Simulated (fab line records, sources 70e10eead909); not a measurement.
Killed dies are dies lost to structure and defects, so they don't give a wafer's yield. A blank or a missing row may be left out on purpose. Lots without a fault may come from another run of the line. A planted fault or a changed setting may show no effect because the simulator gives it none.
Chamber matching | flow nand_harc | NHARC_A_STAIRCASE_DEP_471 on pecvd-02: 3 sister chambers
The step deposits SiO2, target thk 100 nm. 3 wafers are shown with their chamber, then 12 later ones without.

WAFERS WITH THEIR CHAMBER
wafer  | chamber | throttle_valve_pct (%)
L090.1 | 2       | 15.4
L087.5 | 0       | 15.6
L087.6 | 1       | 16.2

WAFERS WITHOUT THEIR CHAMBER
wafer  | throttle_valve_pct (%)
L092.1 | 16.4
L092.3 | 15.2
L092.5 | 15.3
L091.2 | 14.8
L091.5 | 15.3
L091.6 | 15.8
L095.1 | 16.3
L095.2 | 15.4
L095.6 | 15.6
L097.3 | 15.1
L097.4 | 15.2
L097.6 | 16.4

WHICH CHAMBER EACH WENT THROUGH
wafer  | from the rows above          | in truth
L092.1 | 1                            | 1
L092.3 | can't be placed: 2 or 0      | 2
L092.5 | can't be placed: 2 or 0      | 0
L091.2 | can't be placed: 2 or 0      | 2
L091.5 | can't be placed: 2 or 0      | 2
L091.6 | can't be placed: 0 or 1 or 2 | 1
L095.1 | 1                            | 1
L095.2 | can't be placed: 2 or 0      | 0
L095.6 | can't be placed: 0 or 2      | 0
L097.3 | can't be placed: 2 or 0      | 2
L097.4 | can't be placed: 2 or 0      | 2
L097.6 | 1                            | 1
Placed correctly: 3 of 12. Can't be placed from these rows: 9 (the true chamber is among the candidates in 9). Placed wrongly: 0.
How it was worked out, from the rows above alone: a wafer's distance from a chamber is the root of the sum, over the readings, of the square of ((its reading less the chamber's mean) divided by the reading's scatter). The wafer belongs to the nearest chamber; if the next one is less than 2 further off, it can't be placed. A chamber's mean is the mean of its shown wafers. The scatter: with one shown wafer a chamber, the root of the mean of the squares of how far each hidden wafer lies from its nearest shown one.
